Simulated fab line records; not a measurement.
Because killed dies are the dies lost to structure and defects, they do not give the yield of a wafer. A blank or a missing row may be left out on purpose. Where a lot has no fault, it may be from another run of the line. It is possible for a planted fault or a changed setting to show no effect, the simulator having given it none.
Matching of chambers | flow n5Finfet | N5_BEOL_M1_ETCHBACK_99 on rieDiel-03 has 4 sister chambers
The step etches SiO2 in CHF3, target depth 5 nm, time 10.4 s. 8 wafers are shown with their chamber, then 7 later ones without.

## WAFERS, EACH WITH ITS CHAMBER
wafer  | chamber | showerheadPlenumPTorr (Torr) | throttleValvePct (%)
L078.6 | 0       | 2.15                         | 17.46
L080.2 | 3       | 2.28                         | 17.20
L080.5 | 0       | 2.15                         | 17.48
L083.4 | 3       | 2.28                         | 17.20
L083.5 | 1       | 2.22                         | 16.93
L083.6 | 2       | 2.17                         | 16.97
L092.1 | 2       | 2.17                         | 17.04
L092.4 | 1       | 2.21                         | 16.94

## WAFERS WITHOUT THEIR CHAMBER
wafer  | showerheadPlenumPTorr (Torr) | throttleValvePct (%)
L092.5 | 2.17                         | 17.02
L097.2 | 2.21                         | 16.97
L097.3 | 2.27                         | 17.23
L097.5 | 2.21                         | 16.96
L096.3 | 2.16                         | 17.03
L096.4 | 2.27                         | 17.26
L096.6 | 2.16                         | 17.04

## CHAMBER TAKEN BY EACH
wafer  | from the rows above | in truth
L092.5 | 2                   | 2
L097.2 | 1                   | 1
L097.3 | 3                   | 3
L097.5 | 1                   | 1
L096.3 | 2                   | 2
L096.4 | 3                   | 3
L096.6 | 2                   | 2
Correct placement for 7 of the 7. Number that these rows cannot place: 0. Placed wrongly: 0.
How it was worked out, from the rows above alone: a wafer's distance from a chamber is the root of the sum, over the readings, of the square of ((its reading less the chamber's mean) divided by the reading's scatter). If the next closest chamber is less than 2 further off than the closest, the wafer can't be placed; otherwise it belongs to the closest. The mean given for a chamber averages the wafers shown for that chamber. The scatter is the square root of a quotient: the sum, over the shown wafers, of each reading's squared deviation from its chamber's mean, divided by wafers minus chambers.
